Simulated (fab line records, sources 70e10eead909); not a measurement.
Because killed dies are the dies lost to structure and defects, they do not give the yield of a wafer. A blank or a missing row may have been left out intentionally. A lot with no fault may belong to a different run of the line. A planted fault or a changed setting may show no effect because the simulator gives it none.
Matching of chambers | flow nand-harc | NHARC_A_BLC_ETCH_16 on rie-diel-03: 4 sister chambers
The step etches the open film in CF4, target depth 39 nm, time 65 s. 8 wafers are shown with their chamber, then 10 later ones without.

## WAFERS WITH THEIR CHAMBER
wafer  | chamber | drypump-motor-current-A (A) | showerhead-plenum-p-Torr (Torr)
L200.6 | 3       | 5.4                         | 1.83
L199.4 | 2       | 5.2                         | 1.87
L201.1 | 2       | 5.2                         | 1.87
L204.4 | 3       | 5.4                         | 1.82
L204.5 | 1       | 5.0                         | 1.72
L204.6 | 0       | 5.9                         | 1.83
L205.3 | 1       | 5.0                         | 1.72
L205.5 | 0       | 6.0                         | 1.83

## WAFERS WHOSE CHAMBER IS MISSING
wafer  | drypump-motor-current-A (A) | showerhead-plenum-p-Torr (Torr)
L205.6 | 5.4                         | 1.82
L211.2 | 5.1                         | 1.86
L211.3 | 5.9                         | 1.83
L211.4 | 5.4                         | 1.82
L213.2 | 5.9                         | 1.83
L213.4 | 5.4                         | 1.82
L213.5 | 5.0                         | 1.72
L214.1 | 5.0                         | 1.72
L214.2 | 5.5                         | 1.82
L214.4 | 5.2                         | 1.86

## THE CHAMBER EACH PASSED THROUGH
wafer  | from the rows above | in truth
L205.6 | 3                   | 3
L211.2 | 2                   | 2
L211.3 | 0                   | 0
L211.4 | 3                   | 3
L213.2 | 0                   | 0
L213.4 | 3                   | 3
L213.5 | 1                   | 1
L214.1 | 1                   | 1
L214.2 | 3                   | 3
L214.4 | 2                   | 2
Placed correctly: 10 of 10. Can't be placed from these rows: 0. 0 placed wrongly.
How it was worked out, from the rows above alone: a wafer's distance from a chamber is the root of the sum, over the readings, of the square of ((its reading less the chamber's mean) divided by the reading's scatter). If the next closest chamber is less than 2 further off than the closest, the wafer can't be placed; otherwise it belongs to the closest. A chamber's mean is the mean of its shown wafers. How the scatter is found: for the shown wafers, subtract from each reading the mean of its chamber, square and add these, divide the total by (wafers less chambers), then take the root.
